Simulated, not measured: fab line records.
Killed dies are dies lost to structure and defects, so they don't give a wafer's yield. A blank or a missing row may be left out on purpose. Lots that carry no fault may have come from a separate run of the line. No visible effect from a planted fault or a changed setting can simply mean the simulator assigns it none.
Chamber matching | flow n5Finfet | N5_BEOL_M11_ETCH_61 on rieDiel-06: 4 sister chambers
The step etches SiARC in CF4, target depth 39 nm, time 65 s. 8 wafers are shown with their chamber, then 10 later ones without.

WAFERS, EACH WITH ITS CHAMBER
wafer  | chamber | showerheadPlenumPTorr (Torr) | throttleValvePct (%)
L075.2 | 0       | 2.13                         | 15.85
L079.5 | 0       | 2.13                         | 15.88
L079.6 | 3       | 2.17                         | 15.51
L081.3 | 1       | 2.22                         | 15.39
L081.5 | 1       | 2.22                         | 15.40
L081.6 | 2       | 2.12                         | 15.24
L085.2 | 3       | 2.16                         | 15.53
L085.3 | 2       | 2.12                         | 15.24

WAFERS WITHOUT THEIR CHAMBER
wafer  | showerheadPlenumPTorr (Torr) | throttleValvePct (%)
L085.4 | 2.12                         | 15.90
L090.3 | 2.21                         | 15.39
L090.4 | 2.16                         | 15.52
L090.6 | 2.21                         | 15.40
L096.1 | 2.21                         | 15.41
L096.2 | 2.12                         | 15.26
L096.5 | 2.12                         | 15.25
L093.2 | 2.21                         | 15.42
L093.3 | 2.12                         | 15.90
L093.6 | 2.12                         | 15.26

THE CHAMBER EACH PASSED THROUGH
wafer  | from the rows above | in truth
L085.4 | 0                   | 0
L090.3 | 1                   | 1
L090.4 | 3                   | 3
L090.6 | 1                   | 1
L096.1 | 1                   | 1
L096.2 | 2                   | 2
L096.5 | 2                   | 2
L093.2 | 1                   | 1
L093.3 | 0                   | 0
L093.6 | 2                   | 2
10 of 10 placed correctly. Not placeable from these rows: 0. Wrongly placed: 0.
How it was worked out, from the rows above alone: a wafer's distance from a chamber is the root of the sum, over the readings, of the square of ((its reading less the chamber's mean) divided by the reading's scatter). If the next closest chamber is less than 2 further off than the closest, the wafer can't be placed; otherwise it belongs to the closest. For every chamber, the mean is computed from those of its wafers that are shown. The scatter: take each reading less its chamber's mean, square it, sum over the shown wafers, divide by the number of wafers less the number of chambers, and take the root.
